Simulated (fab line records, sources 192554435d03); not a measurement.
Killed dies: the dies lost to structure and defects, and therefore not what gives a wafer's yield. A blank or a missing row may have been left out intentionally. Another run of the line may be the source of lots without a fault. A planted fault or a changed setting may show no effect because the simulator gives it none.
2 desks, one fault :: flow n5 finfet :: numbers are kept per desk, each desk with only its own; the story behind them comes last

== AT THE TOOL OWNER'S DESK: pecvd-03 ==
The tool's own readings at N5_BEOL_M1_PECVD_72 (deposits SiO2 from TEOS/O2, target thk 16 nm, time 18 s): means of the sampled wafers that have a number, for each lot that ran on this tool. If a lot's mean is further than 4 standard deviations from the usual mean, the lot is out of limits and carries the mark OUT (the distance appears in the brackets).
Columns: A = heater power w at N5_BEOL_M1_PECVD_72, usual 670 W; B = showerhead plenum p Torr at N5_BEOL_M1_PECVD_72, usual 8.79 Torr; C = throttle valve pct at N5_BEOL_M1_PECVD_72, usual 22.3 %
lot: L465
first seen here: day 6 16:49
A: 648
B: 8.78
C: 22.4

lot: L474
first seen here: day 8 19:08
A: 736
B: 8.81
C: 22.5

lot: L484
first seen here: day 11 06:06
A: 681
B: 8.82
C: 22.5
Finding of this desk: none of the 3 lots has anything out of limits.

== AT THE METROLOGY DESK ==
What the gauges read, lot by lot, whatever tool the lot ran on: means of the sampled wafers that have a number. If a lot's mean is further than 4 standard deviations from the usual mean, the lot is out of limits and carries the mark OUT (the distance appears in the brackets). Shown here are 7 of its 10 readings, the ones lying furthest out on some lot.
Columns: A = DIBL_N at N5_BEOL_M4_RC_MEAS_101, usual 36.3 mV/V; B = DIBL_P at N5_BEOL_M4_RC_MEAS_101, usual 36.5 mV/V; C = IOFF_N at N5_BEOL_M4_RC_MEAS_101, usual 0.16 nA/um; D = ION_N at N5_BEOL_M4_RC_MEAS_101, usual 675 uA/um; E = SS_N at N5_BEOL_M4_RC_MEAS_101, usual 71.6 mV/dec; F = VT_N at N5_BEOL_M4_RC_MEAS_101, usual 249 mV; G = VT_P at N5_BEOL_M4_RC_MEAS_101, usual -250 mV
lot: L465
first seen here: day 8 07:23
A: 36.4
B: 36.9
C: 0.15
D: 673
E: 71.3
F: 250
G: -250

lot: L464
first seen here: day 8 11:33
A: 35.3
B: 35.8
C: 0.16
D: 676
E: 71.7
F: 249
G: -248

lot: L474
first seen here: day 10 09:15
A: 35.2
B: 35.0
C: 0.15
D: 669
E: 71.2
F: 250
G: -252

lot: L478
first seen here: day 11 16:40
A: 38.1
B: 37.4
C: 0.19
D: 679
E: 72.2
F: 248
G: -247

lot: L480
first seen here: day 12 00:10
A: 36.1
B: 34.6
C: 0.15
D: 685
E: 71.3
F: 247
G: -245

lot: L483
first seen here: day 13 00:05
A: 34.3
B: 33.9
C: 0.14
D: 677
E: 71.5
F: 249
G: -252

lot: L484
first seen here: day 13 03:38
A: 38.6
B: 39.2
C: 0.24
D: 700
E: 72.6
F: 243
G: -250

lot: L486
first seen here: day 13 10:06
A: 35.4
B: 36.6
C: 0.16
D: 675
E: 71.7
F: 249
G: -253

lot: L485
first seen here: day 13 10:11
A: 37.0
B: 36.1
C: 0.15
D: 671
E: 71.6
F: 250
G: -253
Finding of this desk: none of the 9 lots has anything out of limits.

== BROUGHT TOGETHER ==
The desk of the tool owner found nothing out of limits.
Nothing out of limits was seen by the metrology desk.

== WHAT THE SIMULATOR PUT IN ==
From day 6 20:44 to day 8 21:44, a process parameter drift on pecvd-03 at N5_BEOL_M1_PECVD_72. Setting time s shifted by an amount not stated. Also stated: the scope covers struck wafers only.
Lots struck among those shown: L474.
